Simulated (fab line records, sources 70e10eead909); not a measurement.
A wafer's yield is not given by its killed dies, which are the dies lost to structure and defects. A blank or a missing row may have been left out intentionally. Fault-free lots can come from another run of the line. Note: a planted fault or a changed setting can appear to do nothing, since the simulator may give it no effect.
fab line records	flow nand_harc	part 1 of 2: steps 1 to 21 of 30
record lots=5	wafers=15	last_day=22
route steps=1159 shown A_CONTACT@929
lots with no fault: from the same line, run without faults
start_h: start of the lot's first displayed wafer, in hours after the record's first day	wait_h: hours elapsed since this lot's preceding step	" same as the row above	L1.1+2: one row covering several wafers at once	- no value present, or no start provided	* or withheld: withheld	< > ~ a bound
route shown NAME@n: a module of which the file shows steps, and the number in the route of the first	usual: the fault-free wafers' mean and standard deviation	same: alike in all rows	chamber/n: place in a boat	sites: readings site by site	_std_site: the values' standard deviation	_edge_site: outer sites' mean less inner sites'	radius_mm: how far each site lies from the wafer's centre	mask NAME#n: copy n	behind: the tool/chamber that last shaped the wafer	hold: cause of the lot's hold/its duration in hours/its outcome	device: which transistor (n, p or np) failed to switch	end of line: tests of these same wafers at the route's end	for a step that has no rows: nothing shown but its recipe	killed: at the first sort, the dies lost to defects and structure; wafer yield is something else	map: a wafer's dies, x killed, . not, _ none there
set.NAME: the run value of the setting; set.NAME@STEP: its run value at that earlier step	model.NAME: the simulator's own value behind a step, which no gauge read
lots seen at some steps along the route; tables by step, rows by wafer
services: the hour from which a tool's chamber was out of use, counted from the record's first day as start_h (under 0 if before that day), plus the number of hours and why
## steps
# step NHARC_A_CONTACT_COAT_02
# recipe spin_rpm=1500	resist_thk_nm=90
lot.wafer	tool	chamber	start_h	wait_h
L077.2+4+5	litho_track-04	0	-	-
L079.3+4+5	litho_track-06	0	-	-
L080.2+5+6	litho_track-04	0	-	-
L083.2+5+6	litho_track-06	0	-	-
L085.2+5+6	litho_track-06	0	-	-
# step NHARC_A_CONTACT_SOFTBAKE_03
# recipe temp_c=105	time_s=55
lot.wafer	tool	chamber	start_h	wait_h
L077.2+4+5	litho_track-04	0	-	-
L079.3+4+5	litho_track-06	0	-	-
L080.2+5+6	litho_track-04	0	-	-
L083.2+5+6	litho_track-06	0	-	-
L085.2+5+6	litho_track-06	0	-	-
# step NHARC_A_CONTACT_EBR_04
lot.wafer	tool	chamber	start_h	wait_h
L077.2+4+5	litho_track-04	0	-	-
L079.3+4+5	litho_track-06	0	-	-
L080.2+5+6	litho_track-04	0	-	-
L083.2+5+6	litho_track-06	0	-	-
L085.2+5+6	litho_track-06	0	-	-
# step NHARC_A_CONTACT_EXPOSE_05
# recipe na=1.35	sigma_outer=0.8	dose_mj=84.24	mask_id=A_CC
lot.wafer	tool	chamber	start_h	wait_h	mask
L077.2+4+5	arfi_scanner-03	0	392.78	-	A_CC#0
L079.3+4+5	arfi_scanner-02	0	394.22	-	A_CC#0
L080.2+5+6	arfi_scanner-03	0	425.91	-	A_CC#0
L083.2+5+6	arfi_scanner-03	0	426.48	-	A_CC#0
L085.2+5+6	arfi_scanner-03	0	463.32	-	A_CC#0
# step NHARC_A_CONTACT_PEB_06
# recipe peb_temp_c=100	peb_time_s=65
lot.wafer	tool	chamber	start_h	wait_h
L077.2+4+5	litho_track-06	0	392.84	0.1
L079.3+4+5	litho_track-01	0	394.28	0.0
L080.2+5+6	litho_track-01	0	425.97	0.1
L083.2+5+6	litho_track-06	0	426.54	0.1
L085.2+5+6	litho_track-06	0	463.38	0.1
# step NHARC_A_CONTACT_DEVELOP_07
# recipe develop_time_s=35	dev_temp_c=23
lot.wafer	tool	chamber	start_h	wait_h
L077.2+4+5	litho_track-06	0	-	-
L079.3+4+5	litho_track-01	0	-	-
L080.2+5+6	litho_track-01	0	-	-
L083.2+5+6	litho_track-06	0	-	-
L085.2+5+6	litho_track-06	0	-	-
# step NHARC_A_CONTACT_CD_MEAS_08
# recipe target_cd_nm=100	landing_energy_ev=500
# usual cd_nm=100.3/0.47
lot.wafer	tool	chamber	start_h	wait_h	cd_nm
L077.2	cd_sem-03	0	392.92	-	100.9
L077.4	"	0	"	"	100.8
L077.5	"	0	"	"	100.4
L079.3	cd_sem-02	0	394.36	-	100.4
L079.4	"	0	"	"	100.1
L079.5	"	0	"	"	100.4
L080.2	cd_sem-02	0	426.05	-	100.8
L080.5	"	0	"	"	100.4
L080.6	"	0	"	"	100.6
L083.2	cd_sem-02	0	426.62	-	99.4
L083.5	"	0	"	"	100.3
L083.6	"	0	"	"	100.5
L085.2	cd_sem-03	0	463.46	-	100.9
L085.5	"	0	"	"	100.8
L085.6	"	0	"	"	100.5
# step NHARC_A_CONTACT_OVL_MEAS_09
# usual overlay_x_nm=-0.1/1.1	overlay_y_nm=0.2/0.74
lot.wafer	tool	chamber	start_h	wait_h	overlay_x_nm	overlay_y_nm
L077.2	overlay-01	-	393.01	-	-1.3	1.0
L077.4	"	-	"	"	-1.1	0.9
L077.5	"	-	"	"	-0.9	0.7
L079.3	overlay-02	-	394.44	-	-2.2	0.9
L079.4	"	-	"	"	-2.2	0.2
L079.5	"	-	"	"	-2.3	0.3
L080.2	overlay-01	-	426.14	-	-0.7	-0.8
L080.5	"	-	"	"	-1.1	-0.8
L080.6	"	-	"	"	-0.9	-0.7
L083.2	overlay-01	-	426.71	-	0.6	-0.4
L083.5	"	-	"	"	0.1	-0.4
L083.6	"	-	"	"	0.7	-0.1
L085.2	overlay-01	-	463.55	-	-1.6	-0.9
L085.5	"	-	"	"	-1.5	-1.4
L085.6	"	-	"	"	-1.3	-1.6
# step NHARC_A_CONTACT_INSPECT_10
# usual raw_defect_count=30/15
lot.wafer	tool	chamber	start_h	wait_h	raw_defect_count
L077.2	defect_inspect-02	-	393.04	0.0	32
L077.4	"	-	"	"	24
L077.5	"	-	"	"	32
L079.3	defect_inspect-02	-	394.48	0.0	9
L079.4	"	-	"	"	6
L079.5	"	-	"	"	12
L080.2	defect_inspect-02	-	426.17	0.0	23
L080.5	"	-	"	"	39
L080.6	"	-	"	"	17
L083.2	defect_inspect-01	-	426.74	0.0	37
L083.5	"	-	"	"	41
L083.6	"	-	"	"	46
L085.2	defect_inspect-01	-	463.59	0.0	62
L085.5	"	-	"	"	57
L085.6	"	-	"	"	50
# step NHARC_A_CONTACT_DESCUM_13
# recipe time_s=3	o2_flow_sccm=200	ar_flow_sccm=0	bias_power_w=0	chemistry=O2
# usual drypump_motor_current_A=5.7/0.37	oes_product_au=0.996/0.01	rf_vpp_V=57.7/1.1	showerhead_plenum_p_Torr=1.93/0.11	throttle_valve_pct=11.311/0.0097
lot.wafer	tool	chamber	start_h	wait_h	drypump_motor_current_A	oes_product_au	rf_hours_counter_h	rf_vpp_V	showerhead_plenum_p_Torr	throttle_valve_pct
L077.2	rie_diel-13	2	393.10	0.1	5.3	1.005	38	57.0	1.97	11.309
L077.4	"	3	"	"	6.1	0.997	45	58.2	1.76	11.294
L077.5	"	3	"	"	6.0	1.007	-	56.7	1.76	11.318
L079.4	rie_diel-13	2	394.59	0.1	5.3	1.011	38	58.2	1.97	11.292
L079.3	"	3	"	"	6.0	0.994	46	58.5	1.76	11.329
L079.5	"	3	"	"	6.1	0.998	-	57.2	1.76	11.314
L080.2	rie_diel-05	0	426.25	0.1	6.3	0.992	31	57.8	1.90	11.317
L080.5	"	2	"	"	5.6	0.989	-	57.8	1.94	11.315
L080.6	"	3	"	"	5.3	1.015	-	58.4	1.94	11.315
L083.2	rie_diel-03	2	426.80	0.1	5.7	1.006	4	58.3	2.03	11.322
L083.6	"	2	"	"	5.7	0.999	-	57.6	2.03	11.307
L083.5	"	3	"	"	5.3	1.000	-	57.8	2.07	11.307
L085.2	rie_diel-13	2	463.65	0.1	5.3	0.999	0	59.0	1.96	11.307
L085.6	"	2	"	"	5.3	0.995	-	58.0	1.96	11.332
L085.5	"	3	"	"	6.1	1.003	-	58.7	2.08	11.327
# step NHARC_A_CONTACT_ETCH_88
# recipe target_depth_a=390	over_etch_frac=0.3	time_s=65	ion_energy_ev=80	cf4_flow_sccm=150	ar_flow_sccm=0	rf_w=300	bias_w=100	chemistry=CF4
# usual drypump_motor_current_A=5.7/0.36	oes_product_au=0.996/0.011	rf_vpp_V=151.5/1.4	showerhead_plenum_p_Torr=1.78/0.093	throttle_valve_pct=13.284/0.0092
lot.wafer	tool	chamber	start_h	wait_h	drypump_motor_current_A	oes_product_au	rf_hours_counter_h	rf_vpp_V	showerhead_plenum_p_Torr	throttle_valve_pct
L077.2	rie_diel-13	2	393.20	0.1	5.3	1.010	38	151.4	1.81	13.290
L077.4	"	0	"	"	5.6	0.997	45	152.9	1.76	13.289
L077.5	"	2	"	"	5.3	1.005	-	151.6	1.81	13.267
L079.3	rie_diel-13	0	394.68	0.1	5.6	0.998	46	149.6	1.76	13.282
L079.4	"	1	"	"	5.8	0.981	45	150.2	1.64	13.280
L079.5	"	0	"	"	5.6	0.983	-	150.4	1.76	13.277
L080.2	rie_diel-05	3	426.33	0.1	5.3	1.019	32	152.2	1.79	13.275
L080.5	"	1	"	"	5.6	1.001	-	151.3	1.68	13.279
L080.6	"	2	"	"	5.6	0.988	-	151.4	1.79	13.298
L083.2	rie_diel-03	0	426.89	0.1	5.5	1.000	4	150.0	1.77	13.279
L083.6	"	3	"	"	5.3	0.994	-	152.7	1.91	13.293
L083.5	"	0	"	"	5.6	0.985	-	149.4	1.77	13.279
L085.2	rie_diel-13	1	463.74	0.1	5.7	0.994	0	154.0	1.91	13.262
L085.6	"	0	"	"	5.6	0.995	-	150.9	1.75	13.277
L085.5	"	1	"	"	5.8	0.992	-	153.2	1.91	13.278
# step NHARC_A_CONTACT_ETCH_89
# recipe target_depth_a=2600	over_etch_frac=0.3	time_s=475.3	ion_energy_ev=200	n2_flow_sccm=150	h2_flow_sccm=150	ar_flow_sccm=0	rf_w=400	bias_w=150	chemistry=N2/H2
# usual drypump_motor_current_A=5.7/0.36	h2_flow_sccm=150.0/0.45	oes_product_au=0.995/0.012	rf_vpp_V=431/3.4	showerhead_plenum_p_Torr=2.06/0.12	throttle_valve_pct=14.172/0.0089
lot.wafer	tool	chamber	start_h	wait_h	drypump_motor_current_A	h2_flow_sccm	oes_product_au	rf_hours_counter_h	rf_vpp_V	showerhead_plenum_p_Torr	throttle_valve_pct
L077.2	rie_diel-13	3	-	-	6.1	150.3	0.995	46	425	1.87	14.176
L077.4	"	0	"	"	5.6	149.5	0.990	45	431	2.02	14.190
L077.5	"	2	"	"	5.3	150.0	1.003	-	432	2.10	14.177
L079.4	rie_diel-13	2	-	-	5.3	150.0	1.005	38	431	2.10	14.167
L079.3	"	0	"	"	5.6	150.4	1.002	46	430	2.02	14.169
L079.5	"	2	"	"	5.3	150.3	1.011	-	433	2.10	14.163
L080.2	rie_diel-05	1	-	-	5.6	149.5	1.011	31	428	1.93	14.178
L080.6	"	1	"	"	5.6	149.8	0.994	-	429	1.93	14.161
L080.5	"	2	"	"	5.6	150.6	0.992	-	431	2.07	14.177
L083.2	rie_diel-03	0	-	-	5.6	150.2	0.989	4	430	2.04	14.180
L083.6	"	0	"	"	5.6	149.6	0.996	-	431	2.04	14.186
L083.5	"	1	"	"	6.4	150.5	0.983	-	425	1.89	14.169
L085.2	rie_diel-13	1	-	-	5.8	149.9	0.990	1	435	2.22	14.194
L085.5	"	1	"	"	5.8	150.3	0.991	-	435	2.22	14.177
L085.6	"	2	"	"	5.3	150.1	0.981	-	433	2.09	14.170
# step NHARC_A_CONTACT_ETCH_30
# recipe target_depth_a=605	time_s=30.2	cf4_flow_sccm=100	chf3_flow_sccm=30	ar_flow_sccm=0	rf_w=500	bias_w=200	chemistry=CF4/CHF3
# usual chf3_flow_sccm=29.99/0.092	drypump_motor_current_A=5.7/0.35	oes_product_au=0.928/0.017	rf_vpp_V=371.2/2.9	showerhead_plenum_p_Torr=1.59/0.083	throttle_valve_pct=16.801/0.0083
lot.wafer	tool	chamber	start_h	wait_h	chf3_flow_sccm	drypump_motor_current_A	oes_product_au	rf_hours_counter_h	rf_vpp_V	showerhead_plenum_p_Torr	throttle_valve_pct
L077.4	rie_diel-13	0	-	-	29.96	5.6	0.915	45	371.6	1.56	16.811
L077.2	"	1	"	"	30.00	5.8	0.903	44	366.4	1.46	16.794
L077.5	"	3	"	"	29.94	6.1	0.923	-	366.4	1.45	16.796
L079.3	rie_diel-13	2	-	-	29.98	5.3	0.955	39	373.2	1.61	16.812
L079.4	"	0	"	"	30.07	5.6	0.933	46	370.8	1.56	16.806
L079.5	"	2	"	"	29.94	5.3	0.961	-	374.4	1.61	16.796
L080.2	rie_diel-05	2	-	-	29.94	5.6	0.923	33	371.8	1.60	16.785
L080.6	"	1	"	"	30.03	5.6	0.941	-	368.9	1.50	16.807
L080.5	"	2	"	"	30.13	5.7	0.920	-	370.8	1.60	16.809
L083.2	rie_diel-03	1	-	-	29.89	6.3	0.903	4	367.7	1.47	16.800
L083.5	"	3	"	"	30.06	5.3	0.917	-	373.9	1.70	16.799
L083.6	"	0	"	"	30.05	5.5	0.915	-	373.2	1.57	16.805
L085.2	rie_diel-13	0	-	-	30.05	5.6	0.984	1	369.5	1.56	16.807
L085.6	"	0	"	"	29.89	5.6	0.986	-	369.0	1.56	16.804
L085.5	"	1	"	"	29.94	5.8	0.980	-	374.5	1.70	16.801
# step NHARC_A_CONTACT_ETCH_31
# recipe target_depth_a=20000	over_etch_frac=0.3	time_s=520	ion_energy_ev=150	o2_flow_sccm=400	cos_flow_sccm=20	ar_flow_sccm=0	rf_w=500	bias_w=300	chemistry=O2/COS
# usual cos_flow_sccm=20.00/0.06	drypump_motor_current_A=5.7/0.35	oes_product_au=0.997/0.01	rf_vpp_V=314.6/2.6	showerhead_plenum_p_Torr=3.15/0.17	throttle_valve_pct=28.330/0.0091
lot.wafer	tool	chamber	start_h	wait_h	cos_flow_sccm	drypump_motor_current_A	oes_product_au	rf_hours_counter_h	rf_vpp_V	showerhead_plenum_p_Torr	throttle_valve_pct
L077.2	rie_diel-13	1	-	-	19.95	5.8	0.982	45	310.2	2.90	28.329
L077.4	"	3	"	"	19.99	6.1	0.999	46	311.5	2.89	28.347
L077.5	"	1	"	"	19.96	5.8	0.990	-	310.9	2.90	28.317
L079.3	rie_diel-13	0	-	-	19.98	5.6	0.999	46	314.8	3.10	28.325
L079.4	"	1	"	"	19.98	5.8	0.980	45	310.8	2.90	28.346
L079.5	"	0	"	"	20.09	5.6	0.990	-	313.4	3.10	28.329
L080.2	rie_diel-05	3	-	-	19.87	5.3	1.025	33	314.8	3.17	28.329
L080.6	"	1	"	"	20.00	5.6	1.009	-	311.9	2.97	28.317
L080.5	"	2	"	"	20.05	5.7	0.993	-	315.2	3.17	28.320
L083.2	rie_diel-03	2	-	-	20.01	5.7	1.003	4	316.3	3.29	28.322
L083.5	"	3	"	"	19.97	5.3	1.008	-	317.7	3.37	28.336
L083.6	"	0	"	"	19.99	5.5	0.994	-	313.8	3.12	28.332
L085.2	rie_diel-13	0	-	-	19.96	5.6	1.002	1	315.6	3.09	28.304
L085.5	"	0	"	"	19.87	5.6	1.000	-	312.6	3.09	28.327
L085.6	"	1	"	"	20.13	5.8	0.994	-	317.6	3.37	28.331
# step NHARC_A_CONTACT_ETCH_134
# recipe source_w=withheld	pressure_mtorr=20	bias_v=withheld	time_s=140	target_depth_a=7000	ar_flow_sccm=withheld	c4f8_flow_sccm=withheld	o2_flow_sccm=withheld	chemistry=C4F8/O2/Ar
lot.wafer	tool	chamber	start_h	wait_h	rf_hours_counter_h
L077.2	har_cap_etch-01	0	394.09	-	61
L077.4	"	1	"	"	-
L077.5	"	0	"	"	-
L079.4	har_cap_etch-03	0	395.64	-	-
L079.3	"	1	"	"	-
L079.5	"	0	"	"	-
L080.2	har_cap_etch-01	1	427.26	-	64
L080.5	"	0	"	"	-
L080.6	"	1	"	"	-
L083.2	har_cap_etch-02	1	427.80	-	19
L083.5	"	1	"	"	-
L083.6	"	0	"	"	-
L085.2	har_cap_etch-02	1	464.63	-	26
L085.6	"	1	"	"	-
L085.5	"	0	"	"	-
# step NHARC_A_CONTACT_ETCH_135
# recipe source_w=withheld	pressure_mtorr=20	bias_v=3000	time_s=132	target_depth_a=12870	ar_flow_sccm=withheld	c4f8_flow_sccm=withheld	o2_flow_sccm=withheld	chemistry=C4F8/O2/Ar
lot.wafer	tool	chamber	start_h	wait_h	rf_hours_counter_h
L077.2	har_cap_etch-01	0	394.29	0.2	61
L077.4	"	1	"	"	-
L077.5	"	0	"	"	-
L079.4	har_cap_etch-03	0	395.82	0.1	-
L079.3	"	1	"	"	-
L079.5	"	0	"	"	-
L080.2	har_cap_etch-01	1	427.45	0.2	64
L080.5	"	0	"	"	-
L080.6	"	1	"	"	-
L083.2	har_cap_etch-02	1	428.00	0.2	20
L083.5	"	1	"	"	-
L083.6	"	0	"	"	-
L085.2	har_cap_etch-02	1	464.84	0.2	26
L085.6	"	1	"	"	-
L085.5	"	0	"	"	-
# step NHARC_A_CONTACT_ETCH_136
# recipe source_w=withheld	pressure_mtorr=20	bias_v=3000	time_s=132	target_depth_a=12870	ar_flow_sccm=withheld	c4f8_flow_sccm=withheld	o2_flow_sccm=withheld	chemistry=C4F8/O2/Ar
lot.wafer	tool	chamber	start_h	wait_h	rf_hours_counter_h
L077.2	har_cap_etch-01	0	394.42	0.1	61
L077.4	"	1	"	"	-
L077.5	"	0	"	"	-
L079.4	har_cap_etch-03	0	395.94	0.1	-
L079.3	"	1	"	"	-
L079.5	"	0	"	"	-
L080.2	har_cap_etch-01	1	427.57	0.1	64
L080.5	"	0	"	"	-
L080.6	"	1	"	"	-
L083.2	har_cap_etch-02	1	428.12	0.1	20
L083.5	"	1	"	"	-
L083.6	"	0	"	"	-
L085.2	har_cap_etch-02	1	464.96	0.1	27
L085.6	"	1	"	"	-
L085.5	"	0	"	"	-
# step NHARC_A_CONTACT_ETCH_137
# recipe source_w=withheld	pressure_mtorr=20	bias_v=3000	time_s=132	target_depth_a=12870	ar_flow_sccm=withheld	c4f8_flow_sccm=withheld	o2_flow_sccm=withheld	chemistry=C4F8/O2/Ar
lot.wafer	tool	chamber	start_h	wait_h	rf_hours_counter_h
L077.2	har_cap_etch-01	0	394.54	0.1	61
L077.4	"	1	"	"	-
L077.5	"	0	"	"	-
L079.4	har_cap_etch-03	0	396.06	0.1	-
L079.3	"	1	"	"	-
L079.5	"	0	"	"	-
L080.2	har_cap_etch-01	1	427.69	0.1	64
L080.5	"	0	"	"	-
L080.6	"	1	"	"	-
L083.2	har_cap_etch-02	1	428.24	0.1	20
L083.5	"	1	"	"	-
L083.6	"	0	"	"	-
L085.2	har_cap_etch-02	1	465.08	0.1	27
L085.6	"	1	"	"	-
L085.5	"	0	"	"	-
# step NHARC_A_CONTACT_ETCH_138
# recipe source_w=withheld	pressure_mtorr=20	bias_v=3000	time_s=132	target_depth_a=12890	ar_flow_sccm=withheld	c4f8_flow_sccm=withheld	o2_flow_sccm=withheld	chemistry=C4F8/O2/Ar
lot.wafer	tool	chamber	start_h	wait_h	rf_hours_counter_h
L077.2	har_cap_etch-01	0	394.66	0.1	61
L077.4	"	1	"	"	-
L077.5	"	0	"	"	-
L079.4	har_cap_etch-03	0	396.18	0.1	-
L079.3	"	1	"	"	-
L079.5	"	0	"	"	-
L080.2	har_cap_etch-01	1	427.81	0.1	64
L080.5	"	0	"	"	-
L080.6	"	1	"	"	-
L083.2	har_cap_etch-02	1	428.36	0.1	20
L083.5	"	1	"	"	-
L083.6	"	0	"	"	-
L085.2	har_cap_etch-02	1	465.21	0.1	27
L085.6	"	1	"	"	-
L085.5	"	0	"	"	-
# step NHARC_A_CONTACT_ETCH_139
# recipe source_w=withheld	pressure_mtorr=20	bias_v=400	time_s=137	target_depth_a=5900	ar_flow_sccm=withheld	c4f8_flow_sccm=11.5	o2_flow_sccm=7.2	chemistry=C4F8/O2/Ar
lot.wafer	tool	chamber	start_h	wait_h	rf_hours_counter_h
L077.2	har_cap_etch-01	0	394.78	0.1	61
L077.4	"	1	"	"	-
L077.5	"	0	"	"	-
L079.4	har_cap_etch-03	0	396.34	0.1	-
L079.3	"	1	"	"	-
L079.5	"	0	"	"	-
L080.2	har_cap_etch-01	1	427.95	0.1	64
L080.5	"	0	"	"	-
L080.6	"	1	"	"	-
L083.2	har_cap_etch-02	1	428.48	0.1	20
L083.5	"	1	"	"	-
L083.6	"	0	"	"	-
L085.2	har_cap_etch-02	1	465.33	0.1	27
L085.6	"	1	"	"	-
L085.5	"	0	"	"	-
# step NHARC_A_CONTACT_ETCH_92
# recipe target_depth_a=400	over_etch_frac=0.5	time_s=85.7	ion_energy_ev=120	ch3f_flow_sccm=50	o2_flow_sccm=30	ar_flow_sccm=200	rf_w=500	bias_w=100	chemistry=CH3F/O2
# usual drypump_motor_current_A=5.7/0.37	oes_product_au=0.932/0.026	rf_vpp_V=244.4/2	showerhead_plenum_p_Torr=2.46/0.13	throttle_valve_pct=20.664/0.0092
lot.wafer	tool	chamber	start_h	wait_h	drypump_motor_current_A	oes_product_au	rf_hours_counter_h	rf_vpp_V	showerhead_plenum_p_Torr	throttle_valve_pct
L077.2	rie_diel-13	2	395.42	0.6	5.3	0.929	39	246.8	2.52	20.672
L077.4	"	3	"	"	6.1	0.931	46	241.8	2.27	20.656
L077.5	"	2	"	"	5.3	0.918	-	245.6	2.52	20.678
L079.4	rie_diel-05	3	396.80	0.4	5.3	0.947	21	245.1	2.50	20.662
L079.3	"	1	"	"	5.6	0.931	20	243.1	2.34	20.674
L079.5	"	2	"	"	5.7	0.917	-	245.0	2.50	20.661
L080.2	rie_diel-03	3	428.32	0.3	5.3	0.925	5	246.9	2.66	20.672
L080.5	"	3	"	"	5.3	0.928	-	247.2	2.66	20.663
L080.6	"	0	"	"	5.6	0.910	-	244.5	2.46	20.673
L083.2	rie_diel-03	0	428.93	0.4	5.5	0.914	5	243.1	2.46	20.651
L083.5	"	1	"	"	6.4	0.905	-	243.6	2.29	20.665
L083.6	"	2	"	"	5.7	0.919	-	246.9	2.60	20.663
L085.2	rie_diel-05	2	465.78	0.4	5.7	0.927	48	244.4	2.49	20.650
L085.6	"	3	"	"	5.3	0.933	-	245.1	2.49	20.662
L085.5	"	0	"	"	6.3	0.920	-	244.4	2.44	20.651
